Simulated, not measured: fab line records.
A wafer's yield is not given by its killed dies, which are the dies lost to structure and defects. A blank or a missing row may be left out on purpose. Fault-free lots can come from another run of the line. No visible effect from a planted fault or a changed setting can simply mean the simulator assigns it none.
fab line records | flow n5-finfet
record lots=7 | wafers=21
route steps=1938 shown BEOL_M1@800 BEOL_M2@867 BEOL_M3@974 BEOL_M4@1026
start-h: hours from the record's opening day to when the first of the lot's shown wafers began | wait-h: hours elapsed since this lot's preceding step | " unchanged from the row above | L1.1+2: several wafers, shown together as one row | - value missing, or start not given | * or withheld: withheld | < > ~ a bound
route shown NAME@n: a module of which the file shows steps, and the number in the route of the first | usual: average and standard deviation across the fault-free wafers | same: alike in all rows | chamber/n: place in a boat | sites: per-site readings | _std_site: the values' standard deviation | _edge_site: mean of outer sites minus mean of inner sites | radius-mm: how far each site lies from the wafer's centre | mask NAME#n: copy n | behind: tool/chamber where the wafer was last shaped | hold: why the lot went on hold/how many hours it stayed there/how the hold came to an end | device: names the non-switching transistor (n, p or np) | end of line: the route-end tests of the same wafers | for a step that has no rows: nothing shown but its recipe | killed: dies lost to structure and defects at the first sort, not the wafer's yield | map: dies across one wafer; x = killed, . = not, _ = none there
set.NAME: setting as actually run; set.NAME@STEP: the setting as run at that earlier step | model.NAME: the simulator's own value behind a step, which no gauge read
one table per step and one row per wafer, for lots whose settings were changed on purpose
## steps
# step N5_BEOL_M1_TRENCH_ETCH_37
# recipe chemistry=C4F6/O2 | target-depth-a=552.07 | target=SiOC | time-s=29 | ion-energy-ev=250 | pressure-mtorr=30 | source-w=355 | bias-w=185 | Ar_flow_sccm=300 | C4F6_flow_sccm=10 | O2_flow_sccm=10
# usual rf-vpp-V=663/5.3
lot.wafer | tool        | chamber | start-h | wait-h | set.source-w | rf-vpp-V
L077.1    | rie-diel-02 | 1       | -       | -      | 355          | 670
L077.2    | "           | 2       | "       | "      | 355          | 663
L077.4    | "           | 0       | "       | "      | 355          | 662
L082.1    | rie-diel-01 | 1       | -       | -      | 409.6        | 615
L082.4    | "           | 0       | "       | "      | 409.6        | 608
L082.5    | "           | 1       | "       | "      | 355          | 662
L085.1    | rie-diel-04 | 0       | -       | -      | 355          | 667
L085.3    | "           | 1       | "       | "      | 355          | 659
L085.4    | "           | 3       | "       | "      | 355          | 675
L086.2    | rie-diel-01 | 3       | -       | -      | 329.8        | 699
L086.5    | "           | 3       | "       | "      | 329.8        | 698
L086.6    | "           | 2       | "       | "      | 355          | 668
L089.1    | rie-diel-02 | 3       | -       | -      | 355          | 660
L089.3    | "           | 2       | "       | "      | 355          | 664
L089.4    | "           | 1       | "       | "      | 355          | 670
L092.2    | rie-diel-01 | 0       | -       | -      | 355          | 652
L092.4    | "           | 2       | "       | "      | 311.7        | 709
L092.6    | "           | 2       | "       | "      | 355          | 665
L094.3    | rie-diel-01 | 3       | -       | -      | 355          | 672
L094.5    | "           | 1       | "       | "      | 418.2        | 610
L094.6    | "           | 0       | "       | "      | 418.2        | 601
# step N5_BEOL_M1_ETCH_41
# recipe chemistry=CH3F/O2 | target=SiCN | target-depth-a=319 | taper-deg=2 | time-s=57.8 | ion-energy-ev=120 | mask-material=TiN | pressure-mtorr=30 | source-w=395 | bias-w=75 | Ar_flow_sccm=150 | CH3F_flow_sccm=30 | O2_flow_sccm=20
# step N5_BEOL_M1_STRIP_97
# recipe chemistry=N2/H2 | time-s=10 | power-w=450 | temp-c=40 | pressure-mtorr=20 | rf-frequency-hz=6e+07 | bias-power-w=7 | n2-flow-sccm=200 | h2-flow-sccm=200
# step N5_BEOL_M1_HM_STRIP_39
# recipe chemistry=peroxide-tin-strip | material=TiN | target-depth-a=250 | temp-c=50 | time-s=158
lot.wafer | tool         | chamber | start-h | wait-h | set.time-s@BEOL_M1_PECVD_72 | model.SiO2_of_BEOL_M1_PECVD_72.thk-nm
L077.1    | wet-bench-03 | 1       | 151.35  | 0.0    | 18                          | 15.4
L077.2    | "            | 0       | "       | "      | 16.47                       | 14.2
L077.4    | "            | 6       | "       | "      | 18                          | 15.8
L082.1+5  | wet-bench-03 | 1,4     | 183.76  | 0.0    | 19.75                       | 17.4
L082.4    | "            | 0       | "       | "      | 18                          | 15.8
L085.1    | wet-bench-03 | 6       | 199.63  | 0.0    | 15.53                       | 13.6
L085.3    | "            | 4       | "       | "      | 18                          | 15.6
L085.4    | "            | 5       | "       | "      | 18                          | 15.8
L086.2+5  | wet-bench-01 | 2,7     | 208.18  | 0.0    | 18                          | 15.8
L086.6    | "            | 1       | "       | "      | 18                          | 16.2
L089.1    | wet-bench-01 | 0       | 220.85  | 0.0    | 18                          | 15.4
L089.3    | "            | 3       | "       | "      | 18                          | 15.6
L089.4    | "            | 6       | "       | "      | 18                          | 15.8
L092.2    | wet-bench-01 | 0       | 247.14  | 0.0    | 16.55                       | 14.6
L092.4    | "            | 6       | "       | "      | 16.55                       | 14.8
L092.6    | "            | 7       | "       | "      | 18                          | 15.8
L094.3    | wet-bench-03 | 3       | 252.99  | 0.0    | 15.53                       | 13.8
L094.5    | "            | 0       | "       | "      | 15.53                       | 14
L094.6    | "            | 4       | "       | "      | 18                          | 16
# step N5_BEOL_M2_COAT_67
# recipe resist=SOC | temp-c=250 | time-s=60 | spin-rpm=1500 | resist-thk-nm=60
lot.wafer  | tool           | chamber | start-h | wait-h | set.spin-rpm | model.SOC_of_BEOL_M2_COAT_67.thk-nm
L077.1     | litho-track-05 | 0       | 158.79  | 0.0    | 1500         | 60.2
L077.2     | "              | 0       | "       | "      | 1500         | 60.4
L077.4     | "              | 0       | "       | "      | 1500         | 60.6
L082.1+4+5 | litho-track-05 | 0       | 190.30  | 0.0    | 1500         | 60.2
L085.1+4   | litho-track-02 | 0       | 207.30  | 0.0    | 1601         | 58.4
L085.3     | "              | 0       | "       | "      | 1500         | 60.4
L086.2+5   | litho-track-02 | 0       | 217.46  | 0.0    | 1500         | 60.2
L086.6     | "              | 0       | "       | "      | 1500         | 60
L089.1+3+4 | litho-track-05 | 0       | 227.29  | 0.0    | 1500         | 60.2
L092.2+4   | litho-track-01 | 0       | 257.94  | 0.0    | 1500         | 60.4
L092.6     | "              | 0       | "       | "      | 1500         | 60.2
L094.3     | litho-track-01 | 0       | 261.23  | 0.0    | 1500         | 60
L094.5     | "              | 0       | "       | "      | 1500         | 59.8
L094.6     | "              | 0       | "       | "      | 1429         | 61.2
# step N5_BEOL_M2_COAT_76
# recipe resist=underlayer | temp-c=205 | time-s=60 | spin-rpm=1500 | resist-thk-nm=5
lot.wafer  | tool           | chamber | start-h | wait-h | set.spin-rpm
L077.1+2   | litho-track-05 | 0       | -       | -      | 1500
L077.4     | "              | 0       | "       | "      | 1372
L082.1     | litho-track-05 | 0       | -       | -      | 1575
L082.4+5   | "              | 0       | "       | "      | 1500
L085.1+4   | litho-track-02 | 0       | -       | -      | 1500
L085.3     | "              | 0       | "       | "      | 1342
L086.2+5+6 | litho-track-02 | 0       | -       | -      | 1500
L089.1+3+4 | litho-track-05 | 0       | -       | -      | 1500
L092.2     | litho-track-01 | 0       | -       | -      | 1500
L092.4+6   | "              | 0       | "       | "      | 1569
L094.3+6   | litho-track-01 | 0       | -       | -      | 1646
L094.5     | "              | 0       | "       | "      | 1500
# step N5_BEOL_M2_COAT_22
# recipe resist=CAR-EUV | spin-rpm=1500 | resist-thk-nm=30
# step N5_BEOL_M2_EBR_24
# recipe solvent=PGMEA | ebr-width-mm=1.5
# step N5_BEOL_M2_DESCUM_33
# recipe chemistry=O2 | time-s=7 | source-power-w=50 | bias-power-w=20 | pressure-mtorr=20 | rf-frequency-hz=2.712e+07 | temp-c=40 | resist=CAR-EUV | o2-flow-sccm=225
# step N5_BEOL_M2_ETCH_77
# recipe chemistry=N2/H2 | target=underlayer | target-depth-a=65 | mask-material=CAR-EUV | time-s=5.2 | ion-energy-ev=200 | pressure-mtorr=30 | source-w=840 | bias-w=150 | n2-flow-sccm=200 | h2-flow-sccm=200 | ends=cleared
lot.wafer | tool        | chamber | start-h | wait-h | set.spin-rpm@BEOL_M2_COAT_76 | model.CAR-EUV_of_BEOL_M2_COAT_22.thk-nm | model.etch.depth-nm
L077.1    | rie-diel-03 | 2       | 160.75  | 0.0    | 1500                         | 20.6                                    | 5.025
L077.2    | "           | 1       | "       | "      | 1500                         | 20.4                                    | 5.026
L077.4    | "           | 2       | "       | "      | 1372                         | 20.2                                    | 5.245
L082.1    | rie-diel-03 | 0       | 190.86  | 0.0    | 1575                         | 20.8                                    | 4.901
L082.4    | "           | 2       | "       | "      | 1500                         | 20.6                                    | 5.004
L082.5    | "           | 0       | "       | "      | 1500                         | 20.4                                    | 5.006
L085.1    | rie-diel-05 | 1       | 207.74  | 0.0    | 1500                         | 20.4                                    | 5.028
L085.3    | "           | 0       | "       | "      | 1342                         | 20                                      | 5.302
L085.4    | "           | 2       | "       | "      | 1500                         | 20.4                                    | 5.021
L086.2    | rie-diel-06 | 0       | 218.03  | 0.0    | 1500                         | 20.4                                    | 4.991
L086.5    | "           | 0       | "       | "      | 1500                         | 20.4                                    | 4.995
L086.6    | "           | 3       | "       | "      | 1500                         | 20.4                                    | 5.007
L089.1    | rie-diel-06 | 1       | 227.73  | 0.0    | 1500                         | 20.4                                    | 5.022
L089.3    | "           | 0       | "       | "      | 1500                         | 20.4                                    | 5.03
L089.4    | "           | 3       | "       | "      | 1500                         | 20.4                                    | 5.014
L092.2    | rie-diel-06 | 3       | 258.50  | 0.0    | 1500                         | 20.2                                    | 5.03
L092.4    | "           | 2       | "       | "      | 1569                         | 20.4                                    | 4.917
L092.6    | "           | 1       | "       | "      | 1569                         | 20.2                                    | 4.914
L094.3    | rie-diel-06 | 3       | 261.94  | 0.0    | 1646                         | 20.6                                    | 4.773
L094.5    | "           | 1       | "       | "      | 1500                         | 20.2                                    | 5.005
L094.6    | "           | 0       | "       | "      | 1646                         | 20.6                                    | 4.772
# step N5_BEOL_M2_ETCH_69
# recipe chemistry=CF4 | target=SiARC | target-depth-a=156 | mask-material=CAR-EUV | time-s=26 | ion-energy-ev=80 | pressure-mtorr=40 | source-w=545 | bias-w=36 | Ar_flow_sccm=100 | cf4-flow-sccm=100 | ends=cleared
# step N5_BEOL_M2_ALD_98
# recipe material=SiO2 | target-thk-a=25 | temp-c=100 | ald-precursor-family=BDEAS | ald-co-reactant=O2-plasma | pulse-time-s=1 | co-reactant-pulse-time-s=1 | purge-time-s=2 | co-reactant-purge-time-s=2 | ald-cycles=17 | pressure-torr=2
# step N5_BEOL_M2_ETCHBACK_99
# recipe chemistry=CHF3 | target=SiO2 | target-depth-a=50 | time-s=10.4 | source-w=215 | bias-w=47 | Ar_flow_sccm=200 | CHF3_flow_sccm=12 | ion-energy-ev=100 | pressure-mtorr=30
# step N5_BEOL_M2_ETCH_70
# recipe chemistry=N2/H2 | target=SOC | target-depth-a=800 | overetch-a=240 | mask-material=SiARC | temp-c=40 | time-s=130 | ion-energy-ev=200 | pressure-mtorr=30 | source-w=840 | bias-w=150 | n2-flow-sccm=200 | h2-flow-sccm=200
lot.wafer | tool        | chamber | start-h | wait-h | set.spin-rpm@BEOL_M2_COAT_67 | model.etch.depth-nm
L077.1    | rie-diel-06 | 0       | 162.83  | 0.0    | 1500                         | 60.22
L077.2    | "           | 3       | "       | "      | 1500                         | 60.45
L077.4    | "           | 1       | "       | "      | 1500                         | 60.54
L082.1    | rie-diel-03 | 1       | 199.21  | 0.0    | 1500                         | 60.15
L082.4    | "           | 2       | "       | "      | 1500                         | 60.17
L082.5    | "           | 1       | "       | "      | 1500                         | 60.14
L085.1    | rie-diel-05 | 2       | 217.22  | 0.0    | 1601                         | 58.43
L085.3    | "           | 0       | "       | "      | 1500                         | 60.33
L085.4    | "           | 1       | "       | "      | 1601                         | 58.46
L086.2    | rie-diel-03 | 2       | 225.75  | 0.0    | 1500                         | 60.12
L086.5    | "           | 1       | "       | "      | 1500                         | 60.23
L086.6    | "           | 2       | "       | "      | 1500                         | 59.97
L089.1    | rie-diel-05 | 2       | 235.43  | 0.0    | 1500                         | 60.17
L089.3    | "           | 3       | "       | "      | 1500                         | 60.1
L089.4    | "           | 0       | "       | "      | 1500                         | 60.29
L092.2    | rie-diel-03 | 2       | 265.46  | 0.0    | 1500                         | 60.34
L092.4    | "           | 1       | "       | "      | 1500                         | 60.32
L092.6    | "           | 3       | "       | "      | 1500                         | 60.16
L094.3    | rie-diel-06 | 3       | 267.63  | 0.0    | 1500                         | 59.93
L094.5    | "           | 2       | "       | "      | 1500                         | 59.85
L094.6    | "           | 1       | "       | "      | 1429                         | 61.26
# step N5_BEOL_M2_STRIP_71
# recipe chemistry=N2/H2 | temp-c=40 | n2-flow-sccm=200 | h2-flow-sccm=200 | rf-frequency-hz=6e+07
# step N5_BEOL_M2_STRIP_78
# recipe chemistry=N2/H2 | temp-c=40 | n2-flow-sccm=200 | h2-flow-sccm=200 | rf-frequency-hz=6e+07
# step N5_BEOL_M2_VIA_ETCH_34
# recipe chemistry=C4F6/O2 | target-depth-a=694 | mask-material=SOC | pressure-mtorr=15 | ion-energy-ev=250 | taper-deg=4 | time-s=65.9 | source-w=350 | bias-w=170 | Ar_flow_sccm=300 | C4F6_flow_sccm=10 | O2_flow_sccm=10
lot.wafer | tool        | chamber | start-h | wait-h | set.spin-rpm@BEOL_M2_COAT_67 | model.SOC_of_BEOL_M2_COAT_67.thk-nm
L077.1+4  | rie-diel-06 | 0,1     | 162.93  | 0.0    | 1500                         | 52
L077.2    | "           | 3       | "       | "      | 1500                         | 52.2
L082.1    | rie-diel-03 | 1       | 199.31  | 0.0    | 1500                         | 51.8
L082.4+5  | "           | 2,1     | "       | "      | 1500                         | 52
L085.1    | rie-diel-05 | 2       | 217.33  | 0.0    | 1601                         | 50.2
L085.3    | "           | 0       | "       | "      | 1500                         | 52
L085.4    | "           | 1       | "       | "      | 1601                         | 50.4
L086.2+5  | rie-diel-03 | 2,1     | 225.86  | 0.0    | 1500                         | 52
L086.6    | "           | 2       | "       | "      | 1500                         | 51.8
L089.1+3  | rie-diel-05 | 2,3     | 235.53  | 0.0    | 1500                         | 52
L089.4    | "           | 0       | "       | "      | 1500                         | 52.2
L092.2    | rie-diel-03 | 2       | 265.56  | 0.0    | 1500                         | 52.4
L092.4+6  | "           | 1,3     | "       | "      | 1500                         | 52.2
L094.3+5  | rie-diel-06 | 3,2     | 267.74  | 0.0    | 1500                         | 51.6
L094.6    | "           | 1       | "       | "      | 1429                         | 52.8
# step N5_BEOL_M2_TRENCH_ETCH_37
# recipe chemistry=C4F6/O2 | target-depth-a=555.55 | target=SiOC | time-s=29.2 | ion-energy-ev=250 | pressure-mtorr=30 | source-w=355 | bias-w=185 | Ar_flow_sccm=300 | C4F6_flow_sccm=10 | O2_flow_sccm=10
# usual rf-vpp-V=663/6.8
lot.wafer | tool        | chamber | start-h | wait-h | set.source-w | rf-vpp-V | model.BEOL_M2.feature-depth-nm | model.etch.depth-nm
L077.1    | rie-diel-06 | 0       | -       | -      | 355          | 652      | 55.4                           | 55.34
L077.2    | "           | 3       | "       | "      | 402.1        | 633      | 58.6                           | 58.62
L077.4    | "           | 1       | "       | "      | 355          | 666      | 57.2                           | 57.13
L082.1    | rie-diel-03 | 1       | -       | -      | 303.7        | 720      | 53.6                           | 53.7
L082.4    | "           | 2       | "       | "      | 355          | 662      | 55.8                           | 55.81
L082.5    | "           | 1       | "       | "      | 303.7        | 720      | 53.4                           | 53.33
L085.1    | rie-diel-05 | 2       | -       | -      | 314.7        | 709      | 53.6                           | 53.66
L085.3    | "           | 0       | "       | "      | 314.7        | 701      | 52.8                           | 52.82
L085.4    | "           | 1       | "       | "      | 355          | 667      | 54.4                           | 54.41
L086.2    | rie-diel-03 | 2       | -       | -      | 355          | 662      | 54.6                           | 54.55
L086.5    | "           | 1       | "       | "      | 355          | 664      | 55.8                           | 55.7
L086.6    | "           | 2       | "       | "      | 355          | 663      | 55.2                           | 55.22
L089.1    | rie-diel-05 | 2       | -       | -      | 355          | 666      | 56.2                           | 56.25
L089.3    | "           | 3       | "       | "      | 355          | 670      | 56                             | 55.96
L089.4    | "           | 0       | "       | "      | 355          | 658      | 55.2                           | 55.11
L092.2    | rie-diel-03 | 2       | -       | -      | 293.9        | 729      | 50.8                           | 50.86
L092.4    | "           | 1       | "       | "      | 355          | 664      | 56.4                           | 56.34
L092.6    | "           | 3       | "       | "      | 293.9        | 735      | 51.4                           | 51.42
L094.3    | rie-diel-06 | 3       | -       | -      | 355          | 672      | 55.2                           | 55.28
L094.5    | "           | 2       | "       | "      | 355          | 653      | 56.2                           | 56.26
L094.6    | "           | 1       | "       | "      | 355          | 663      | 56.4                           | 56.42
# step N5_BEOL_M2_ETCH_41
# recipe chemistry=CH3F/O2 | target=SiCN | target-depth-a=299 | taper-deg=2 | time-s=52.5 | ion-energy-ev=120 | mask-material=TiN | pressure-mtorr=30 | source-w=395 | bias-w=75 | Ar_flow_sccm=150 | CH3F_flow_sccm=30 | O2_flow_sccm=20
# step N5_BEOL_M2_STRIP_97
# recipe chemistry=N2/H2 | time-s=10 | power-w=450 | temp-c=40 | pressure-mtorr=20 | rf-frequency-hz=6e+07 | bias-power-w=7 | n2-flow-sccm=200 | h2-flow-sccm=200
# step N5_BEOL_M2_OCD_MEAS_38
# usual trench-depth-nm=55.7/0.83
lot.wafer | tool   | chamber | start-h | wait-h | set.source-w@BEOL_M2_TRENCH_ETCH_37 | trench-depth-nm
L077.1    | ocd-02 | -       | 163.19  | -      | 355                                 | 54.9
L077.2    | "      | -       | "       | "      | 402.1                               | 59.1
L077.4    | "      | -       | "       | "      | 355                                 | 57.0
L082.1    | ocd-01 | -       | 199.57  | -      | 303.7                               | 53.4
L082.4    | "      | -       | "       | "      | 355                                 | 56.2
L082.5    | "      | -       | "       | "      | 303.7                               | 53.2
L085.1    | ocd-01 | -       | 217.58  | -      | 314.7                               | 54.0
L085.3    | "      | -       | "       | "      | 314.7                               | 52.3
L085.4    | "      | -       | "       | "      | 355                                 | 54.4
L086.2    | ocd-02 | -       | 226.11  | -      | 355                                 | 54.8
L086.5    | "      | -       | "       | "      | 355                                 | 55.6
L086.6    | "      | -       | "       | "      | 355                                 | 54.9
L089.1    | ocd-02 | -       | 235.79  | -      | 355                                 | 55.7
L089.3    | "      | -       | "       | "      | 355                                 | 56.1
L089.4    | "      | -       | "       | "      | 355                                 | 55.3
L092.2    | ocd-02 | -       | 265.82  | -      | 293.9                               | 51.2
L092.4    | "      | -       | "       | "      | 355                                 | 56.2
L092.6    | "      | -       | "       | "      | 293.9                               | 51.2
L094.3    | ocd-02 | -       | 268.00  | -      | 355                                 | 55.3
L094.5    | "      | -       | "       | "      | 355                                 | 56.7
L094.6    | "      | -       | "       | "      | 355                                 | 56.7
# step N5_BEOL_M3_ETCH_70
# recipe chemistry=N2/H2 | target=SOC | target-depth-a=800 | overetch-a=160 | mask-material=SiARC | temp-c=40 | time-s=120 | ion-energy-ev=200 | pressure-mtorr=30 | source-w=840 | bias-w=150 | n2-flow-sccm=200 | h2-flow-sccm=200
lot.wafer | tool        | chamber | start-h | wait-h | set.time-s | model.SiARC_of_BEOL_M3_COAT_68.thk-nm
L077.1    | rie-diel-04 | 0       | 176.13  | 0.0    | 131        | 6
L077.2    | "           | 2       | "       | "      | 120        | 6.4
L077.4    | "           | 1       | "       | "      | 131        | 5.6
L082.1    | rie-diel-02 | 0       | 212.16  | 0.0    | 107.6      | 7
L082.4    | "           | 3       | "       | "      | 107.6      | 7.2
L082.5    | "           | 2       | "       | "      | 107.6      | 6.8
L085.1    | rie-diel-02 | 2       | 225.76  | 0.0    | 120        | 6.4
L085.3    | "           | 0       | "       | "      | 95.41      | 7.6
L085.4    | "           | 3       | "       | "      | 120        | 6.6
L086.2    | rie-diel-04 | 0       | 235.46  | 0.0    | 120        | 6.6
L086.5    | "           | 0       | "       | "      | 110.1      | 7
L086.6    | "           | 1       | "       | "      | 110.1      | 6.6
L089.1    | rie-diel-04 | 3       | 256.81  | 0.0    | 120        | 6.2
L089.3    | "           | 0       | "       | "      | 120        | 6.6
L089.4    | "           | 2       | "       | "      | 120        | 6.4
L092.2+6  | rie-diel-02 | 0       | 278.44  | 0.0    | 120        | 6.6
L092.4    | "           | 2       | "       | "      | 120        | 6.4
L094.3    | rie-diel-02 | 1       | 281.10  | 0.0    | 102.5      | 7.2
L094.5    | "           | 3       | "       | "      | 120        | 6.6
L094.6    | "           | 0       | "       | "      | 102.5      | 7.4
# step N5_BEOL_M4_COAT_62
# recipe resist=SiARC | temp-c=220 | time-s=60 | spin-rpm=1500 | resist-thk-nm=12
lot.wafer  | tool           | chamber | start-h | wait-h | set.spin-rpm | model.SiARC_of_BEOL_M4_COAT_62.thk-nm
L077.1+2   | litho-track-05 | 0       | -       | -      | 1369         | 12.6
L077.4     | "              | 0       | "       | "      | 1500         | 12
L082.1+4+5 | litho-track-02 | 0       | -       | -      | 1500         | 12
L085.1+3   | litho-track-04 | 0       | -       | -      | 1500         | 12
L085.4     | "              | 0       | "       | "      | 1342         | 12.8
L086.2+5+6 | litho-track-04 | 0       | -       | -      | 1500         | 12
L089.1+3+4 | litho-track-04 | 0       | -       | -      | 1500         | 12
L092.2     | litho-track-02 | 0       | -       | -      | 1500         | 12
L092.4+6   | "              | 0       | "       | "      | 1559         | 11.8
L094.3+6   | litho-track-04 | 0       | -       | -      | 1342         | 12.8
L094.5     | "              | 0       | "       | "      | 1500         | 12
## key
split step=N5_BEOL_M1_TRENCH_ETCH_37 | setting=source-w | stated=355 | by=wafer
response step=N5_BEOL_M1_TRENCH_ETCH_37 | reading=rf-vpp-V | change=-3.73 | per=1% | r=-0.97
split step=N5_BEOL_M2_COAT_67 | setting=spin-rpm | stated=1500 | by=wafer
response step=N5_BEOL_M2_COAT_67 | reading=model.SOC_of_BEOL_M2_COAT_67.thk-nm | change=-0.29 | per=1% | r=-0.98
response step=N5_BEOL_M2_ETCH_70 | reading=model.etch.depth-nm | change=-0.283 | per=1% | r=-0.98
response step=N5_BEOL_M2_VIA_ETCH_34 | reading=model.SOC_of_BEOL_M2_COAT_67.thk-nm | change=-0.253 | per=1% | r=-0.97
split step=N5_BEOL_M2_COAT_76 | setting=spin-rpm | stated=1500 | by=wafer
response step=N5_BEOL_M2_ETCH_77 | reading=model.CAR-EUV_of_BEOL_M2_COAT_22.thk-nm | change=+0.0389 | per=1% | r=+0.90
response step=N5_BEOL_M2_ETCH_77 | reading=model.etch.depth-nm | change=-0.025 | per=1% | r=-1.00
split step=N5_BEOL_M2_TRENCH_ETCH_37 | setting=source-w | stated=355 | by=wafer
response step=N5_BEOL_M2_TRENCH_ETCH_37 | reading=rf-vpp-V | change=-3.44 | per=1% | r=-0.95
response step=N5_BEOL_M2_TRENCH_ETCH_37 | reading=model.BEOL_M2.feature-depth-nm | change=+0.208 | per=1% | r=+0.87
response step=N5_BEOL_M2_TRENCH_ETCH_37 | reading=model.etch.depth-nm | change=+0.207 | per=1% | r=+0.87
response step=N5_BEOL_M2_OCD_MEAS_38 | reading=trench-depth-nm | change=+0.227 | per=1% | r=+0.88
split step=N5_BEOL_M3_ETCH_70 | setting=time-s | stated=120 | by=wafer
response step=N5_BEOL_M3_ETCH_70 | reading=model.SiARC_of_BEOL_M3_COAT_68.thk-nm | change=-0.0508 | per=1% | r=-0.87
split step=N5_BEOL_M4_COAT_62 | setting=spin-rpm | stated=1500 | by=wafer
response step=N5_BEOL_M4_COAT_62 | reading=model.SiARC_of_BEOL_M4_COAT_62.thk-nm | change=-0.0729 | per=1% | r=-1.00
split outside-this-file step=N5_BEOL_M1_PECVD_72 setting=time-s
# split outside-this-file: this setting was split too, and the file shows its column; the key of that split is in another file
